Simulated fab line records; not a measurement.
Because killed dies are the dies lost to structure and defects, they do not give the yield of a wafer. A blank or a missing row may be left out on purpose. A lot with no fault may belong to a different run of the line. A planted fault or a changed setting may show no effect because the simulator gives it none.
Which tool was responsible? | flow nandHarc | 14 lots, 42 wafers sampled, at 4 steps of a route of 1302

WHAT EACH GAUGE READ, for each wafer
NHARC_A_CONTACT_OVL_MEAS_43. Usual: overlayXNm -0.1 nm, standard deviation 0.78; overlayYNm -0.2 nm, standard deviation 0.9.
lot  | measured     | on         | overlayXNm (nm) | overlayYNm (nm) | flag
L802 | day 21 19:15 | overlay-02 | 0.3 0.4 -0.1    | -0.8 -0.8 -1.3  | 
L804 | day 22 04:41 | overlay-02 | 1.2 1.6 1.3     | 0.0 -0.3 -0.9   | 
L805 | day 23 08:05 | overlay-02 | 1.2 1.4 1.3     | -1.0 -0.9 -1.3  | 
L806 | day 24 00:23 | overlay-02 | 1.5 1.3 0.6     | 1.0 0.8 1.0     | 
L807 | day 24 11:44 | overlay-01 | -0.9 -1.1 -1.3  | 0.4 0.6 1.3     | 
L809 | day 25 11:11 | overlay-02 | -0.7 -0.7 -0.6  | -0.2 -0.4 0.0   | 
L812 | day 25 21:52 | overlay-01 | -0.6 -1.0 -1.0  | -0.3 -0.5 -0.5  | 
L814 | day 26 08:13 | overlay-02 | 1.1 1.0 0.8     | 1.7 1.7 1.5     | 
L818 | day 28 14:50 | overlay-01 | 0.7 0.3 0.1     | 0.4 0.4 0.8     | 
L819 | day 29 14:10 | overlay-01 | -0.3 0.0 -0.8   | 0.4 0.5 0.6     | 
L821 | day 29 14:01 | overlay-02 | -0.6 -0.6 -0.5  | -1.4 -1.4 -1.6  | 
L820 | day 29 19:29 | overlay-02 | 0.4 0.3 0.2     | -2.4 -2.9 -2.5  | 
L822 | day 30 14:44 | overlay-02 | -0.5 -0.5 -0.5  | 0.3 0.9 0.8     | 
L824 | day 31 00:29 | overlay-02 | 0.3 -0.2 -0.5   | -0.1 0.2 0.3    | 

TOOL THAT RAN EACH LOT (tool first, then ch and the chambers of the sampled wafers, then the start)
lot  | NHARC_A_WL_FILL_CVD_03       | NHARC_A_WL_FILL_STRIP_27            | NHARC_A_CONTACT_SOFTBAKE_37
L802 | cvdW-02 ch 0,1, day 20 19:10 | plasmaAsher-02 ch 0,1, day 20 19:56 | lithoTrack-01 ch 0, day 21 18:00
L804 | cvdW-02 ch 0,1, day 21 07:05 | plasmaAsher-02 ch 0,1, day 21 07:47 | lithoTrack-04 ch 0, day 22 04:00
L805 | cvdW-01 ch 0,1, day 22 02:37 | plasmaAsher-01 ch 0,1, day 22 03:18 | lithoTrack-04 ch 0, day 23 07:00
L806 | cvdW-02 ch 1, day 23 01:14   | plasmaAsher-01 ch 0,1, day 23 02:09 | lithoTrack-01 ch 0, day 23 23:00
L807 | cvdW-01 ch 0,1, day 23 07:27 | plasmaAsher-01 ch 0,1, day 23 08:13 | lithoTrack-01 ch 0, day 24 11:00
L809 | cvdW-01 ch 0,1, day 24 10:59 | plasmaAsher-02 ch 0,1, day 24 11:44 | lithoTrack-01 ch 0, day 25 10:00
L812 | cvdW-02 ch 0,1, day 24 21:31 | plasmaAsher-02 ch 0,1, day 24 22:17 | lithoTrack-06 ch 0, day 25 21:00
L814 | cvdW-02 ch 0,1, day 25 09:12 | plasmaAsher-02 ch 0,1, day 25 09:55 | lithoTrack-01 ch 0, day 26 07:00
L818 | cvdW-01 ch 0,1, day 27 15:53 | plasmaAsher-01 ch 0,1, day 27 16:37 | lithoTrack-04 ch 0, day 28 14:00
L819 | cvdW-02 ch 1, day 28 10:19   | plasmaAsher-01 ch 0,1, day 28 11:20 | lithoTrack-04 ch 0, day 29 13:00
L821 | cvdW-01 ch 0,1, day 28 12:11 | plasmaAsher-01 ch 1, day 28 13:14   | lithoTrack-06 ch 0, day 29 13:00
L820 | cvdW-01 ch 0,1, day 28 15:16 | plasmaAsher-02 ch 0,1, day 28 16:00 | lithoTrack-01 ch 0, day 29 18:00
L822 | cvdW-02 ch 0,1, day 29 15:01 | plasmaAsher-02 ch 0,1, day 29 15:46 | lithoTrack-04 ch 0, day 30 14:00
L824 | cvdW-01 ch 0,1, day 30 00:21 | plasmaAsher-02 ch 0,1, day 30 01:06 | lithoTrack-04 ch 0, day 30 23:00
- NHARC_A_WL_FILL_CVD_03: deposits W, target thk 40 nm, time 279 s.
- NHARC_A_WL_FILL_STRIP_27: strips in N2/H2, time 20 s.
- NHARC_A_CONTACT_SOFTBAKE_37: time 55 s.

AS READ BY THE TOOLS THEMSELVES (means over the sampled wafers that have a number; for cases with no such wafer, the mark the record gives instead)
NHARC_A_WL_FILL_CVD_03. Usual: heaterPowerW 452 W, standard deviation 17; throttleValvePct 8.1 %, standard deviation 0.34.
lot  | tool    | heaterPowerW (W) | throttleValvePct (%) | flag
L802 | cvdW-02 | 462              | 7.9                  | 
L804 | cvdW-02 | 461              | 8.0                  | 
L805 | cvdW-01 | 446              | 8.2                  | 
L806 | cvdW-02 | 485              | 8.4                  | 
L807 | cvdW-01 | 438              | 7.9                  | 
L809 | cvdW-01 | 439              | 8.1                  | 
L812 | cvdW-02 | 455              | 8.0                  | 
L814 | cvdW-02 | 457              | 8.0                  | 
L818 | cvdW-01 | 448              | 8.4                  | 
L819 | cvdW-02 | 455              | 8.1                  | 
L821 | cvdW-01 | 443              | 8.0                  | 
L820 | cvdW-01 | 446              | 8.1                  | 
L822 | cvdW-02 | 441              | 8.0                  | 
L824 | cvdW-01 | 448              | 8.3                  | 

NHARC_A_WL_FILL_STRIP_27. Usual: drypumpMotorCurrentA 5.7 A, standard deviation 0.54; heaterPowerW 335 W, standard deviation 19.
lot  | tool           | drypumpMotorCurrentA (A) | heaterPowerW (W) | flag
L802 | plasmaAsher-02 | 6.3                      | 361              | 
L804 | plasmaAsher-02 | 6.3                      | 354              | 
L805 | plasmaAsher-01 | 5.3                      | 323              | 
L806 | plasmaAsher-01 | 5.2                      | 313              | 
L807 | plasmaAsher-01 | 5.1                      | 318              | 
L809 | plasmaAsher-02 | 6.3                      | 353              | 
L812 | plasmaAsher-02 | 6.0                      | 353              | 
L814 | plasmaAsher-02 | 6.3                      | 350              | 
L818 | plasmaAsher-01 | 5.1                      | 316              | 
L819 | plasmaAsher-01 | 5.1                      | 316              | 
L821 | plasmaAsher-01 | 5.1                      | 320              | 
L820 | plasmaAsher-02 | 6.3                      | 354              | 
L822 | plasmaAsher-02 | 6.0                      | 350              | 
L824 | plasmaAsher-02 | 6.0                      | 355              | 

NHARC_A_CONTACT_SOFTBAKE_37. Usual: heaterPowerTotalW at 188.46 W, with a standard deviation of 0.14.
lot  | tool          | heaterPowerTotalW (W) | flag
L802 | lithoTrack-01 | 188.45                | 
L804 | lithoTrack-04 | 188.49                | 
L805 | lithoTrack-04 | 188.55                | 
L806 | lithoTrack-01 | 188.40                | 
L807 | lithoTrack-01 | 188.53                | 
L809 | lithoTrack-01 | 186.54                | OFF
L812 | lithoTrack-06 | 188.38                | 
L814 | lithoTrack-01 | 186.63                | OFF
L818 | lithoTrack-04 | 188.37                | 
L819 | lithoTrack-04 | 188.37                | 
L821 | lithoTrack-06 | 188.48                | 
L820 | lithoTrack-01 | 188.48                | 
L822 | lithoTrack-04 | 188.44                | 
L824 | lithoTrack-04 | 188.32                | 

THE ANSWER, worked out from the rows above alone
Rule: take the mean of a lot's wafers that have a number; if it is more than 3 standard deviations from the usual mean, the lot is off. Also off: a lot with no number at a reading for which 4 or more lots have one. All remaining lots with rows at the step are treated as sound. First the gauges in route order, then the tools' own readings, where a lot's mean is used as printed above. At the first step where some lot is off, the reading lying furthest off is the one used; lots without a number count as furthest.
Off: L809, L814, at NHARC_A_CONTACT_SOFTBAKE_37 (heaterPowerTotalW).
A tool fits if, at that step or a process step before it, it ran every lot that is off, and no sound lot after the first of them. No candidate that was tried fits.

WHAT THE SIMULATOR PUT IN
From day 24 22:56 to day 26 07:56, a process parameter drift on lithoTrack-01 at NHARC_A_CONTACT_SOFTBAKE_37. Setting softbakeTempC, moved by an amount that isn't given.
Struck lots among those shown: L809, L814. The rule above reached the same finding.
